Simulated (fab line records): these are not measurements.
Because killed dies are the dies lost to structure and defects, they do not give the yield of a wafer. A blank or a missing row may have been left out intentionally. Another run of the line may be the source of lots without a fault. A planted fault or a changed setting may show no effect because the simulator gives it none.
Comparing a struck lot with a sound one ; flow n5 finfet ; 38 steps out of a route of 1938
Sound: these wafers, L102.2, L102.3, L102.6. The struck wafers were L993.4, L993.5, L993.6. At the end, the cause is stated.
At each step with rows: each side's tool, then ch and its chambers, then its first start. Under that, the readings that differ: sound wafers ; struck wafers ; difference of the means ; sigmas: that difference in standard deviations of wafers without a fault.
alike: readings with means less than 2 such deviations apart, plus words and numbers identical on both sides. not compared: withheld readings, readings lacking a value on some wafer, bounds such as >300 that could conceal the same value, and numbers that have no deviation in the record and whose values overlap.
A row with sigmas, a row that says differs or no value, or rows on one side alone: a step with any of these is where the two part. Numbers that have no deviation but don't overlap get no sigmas and don't part them. A reading that every wafer of one side lacks parts them only if that side has two wafers or more.

first, 9 steps without rows for these wafers: N5_BEOL_M4_ANNEAL_95 (time 240 s); N5_BEOL_M4_SPUTTER_96 (material Cu, target thk 4.5 nm, time 8.29 s); N5_BEOL_M4_ECD_50 (material Cu, target thk 300 nm); N5_BEOL_M4_ANNEAL_51 (time 90 s); N5_BEOL_M4_CMP_52 (polishes, stops on SiOC, t overpolish 6.8 s, target thk 40 nm); N5_BEOL_M4_PRE_CLEAN_60 (time 15 s); N5_BEOL_M4_CO_CAP_55 (material Co, precursor CCTBA/H2, target thk 2 nm, time 102.1 s); N5_BEOL_M4_PRE_CLEAN_56 (time 15 s); N5_BEOL_M4_DEP_57 (deposits SiCN from 3MS/NH3, target thk 8 nm, time 14 s).
N5_BEOL_M4_RC_MEAS_101:
  sound on prober-02 ch 0, day 14 12:44; struck on prober-02 ch 0, day 14 08:31
  alike: DIBL_N, DIBL_P, IOFF_N, IOFF_P, ION_N, ION_P, SS_N, SS_P, VT_N, VT_P
then, 24 steps without rows for these wafers: N5_BEOL_M5_ILD_DEP_00 (deposits SiCOH lowk from DEMS/porogen, target thk 140.64 nm, time 25.9 s); N5_BEOL_M5_CURE_79 (cures SiCOH lowk, time 240 s); N5_BEOL_M5_PECVD_70 (deposits SiO2 from TEOS/O2, target thk 16 nm, time 18 s); N5_BEOL_M5_HM_DEP_02 (deposits TiN, target thk 20 nm); N5_BEOL_M5_COAT_59 (time 60 s, resist thk 60 nm); N5_BEOL_M5_COAT_60 (time 60 s, resist thk 12 nm); N5_BEOL_M5_COAT_71 (time 60 s, resist thk 5 nm); N5_BEOL_M5_COAT_05 (resist thk 30 nm); N5_BEOL_M5_EBR_07; N5_BEOL_M5_SOFTBAKE_06 (time 60 s); N5_BEOL_M5_EXPOSE_08 (exposes mask M5, target cd 28 nm); N5_BEOL_M5_PEB_09 (peb time 60 s); N5_BEOL_M5_DEVELOP_10 (develop time 30 s); N5_BEOL_M5_DESCUM_16 (chemistry O2, time 7 s); N5_BEOL_M5_ETCH_72 (etches underlayer in N2/H2, target depth 6.5 nm, time 5.2 s); N5_BEOL_M5_ETCH_61 (etches SiARC in CF4, target depth 15.6 nm, time 26 s); N5_BEOL_M5_ETCH_62 (etches SOC in N2/H2, target depth 75 nm, overetch 15 nm, time 112.5 s); N5_BEOL_M5_STRIP_63 (strips in N2/H2); N5_BEOL_M5_STRIP_73 (strips in N2/H2); N5_BEOL_M5_STRIP_64 (strips in CF4); N5_BEOL_M5_HM_OPEN_17 (chemistry Cl2/BCl3, target TiN, target depth 20 nm, overetch 6 nm); N5_BEOL_M5_STRIP_19 (strips in O2); N5_BEOL_M5_COAT_65 (time 60 s, resist thk 60 nm); N5_BEOL_M5_COAT_66 (time 60 s, resist thk 12 nm).
-- a jump in the record: the struck wafers' starts before and after are 4 days apart (it breaks off in module BEOL_M5 and resumes in module BEOL_M14, where the first step shown is number 1753 of the route) --
N5_BEOL_M14_TRENCH_ETCH_34: etches SiO2 in C4F8/O2/Ar, target depth 556.65 nm, time 126.9 s.
  sound on rie diel-03 ch 0,1,3, day 18 00:28; struck on rie diel-03 ch 0,1,3, day 17 23:57
  no value came back on the struck wafers for any of 8 readings (C4F8_flow_sccm (sccm), O2_flow_sccm (sccm) and others); on the sound wafers C4F8_flow_sccm (sccm) reads 15.96 16.00 16.07
reading;sound;struck;difference;sigmas
model.SiARC_of_BEOL_M14_COAT_66.thk nm (nm);0 0 0;65 64.4 66;+65;
  not compared: rf hours counter h
N5_BEOL_M14_OCD_MEAS_35:
  struck on ocd-02, day 18 00:03; sound on ocd-01, day 18 00:38
reading;sound;struck;difference;sigmas
trench depth nm (nm);535 549 572;0 0 0;-552;-31
N5_BEOL_M14_CMP_49: polishes, stops on SiO2, t overpolish 5.2 s, target thk 560 nm.
  sound on cmp-01 ch 0,1, day 18 03:49; struck on cmp-04 ch 0,1,3, day 18 08:22
reading;sound;struck;difference;sigmas
model.Cu_of_BEOL_M14_ECD_47.thk nm (nm);537.8 551.8 574.2;0 0 0;-555;
  alike: barrier field endpoint s, clearing platen rpm, motor current A, overpolish run s, time to endpoint s
N5_PASSIVATION_PROBE_49:
  record: rows for the struck wafers here (prober-01, day 19 10:25), none for the sound ones

WHERE THEY PART
Last at N5_PASSIVATION_PROBE_49 as far as this record goes, first at N5_BEOL_M14_TRENCH_ETCH_34.

WHY: what the simulator had put in
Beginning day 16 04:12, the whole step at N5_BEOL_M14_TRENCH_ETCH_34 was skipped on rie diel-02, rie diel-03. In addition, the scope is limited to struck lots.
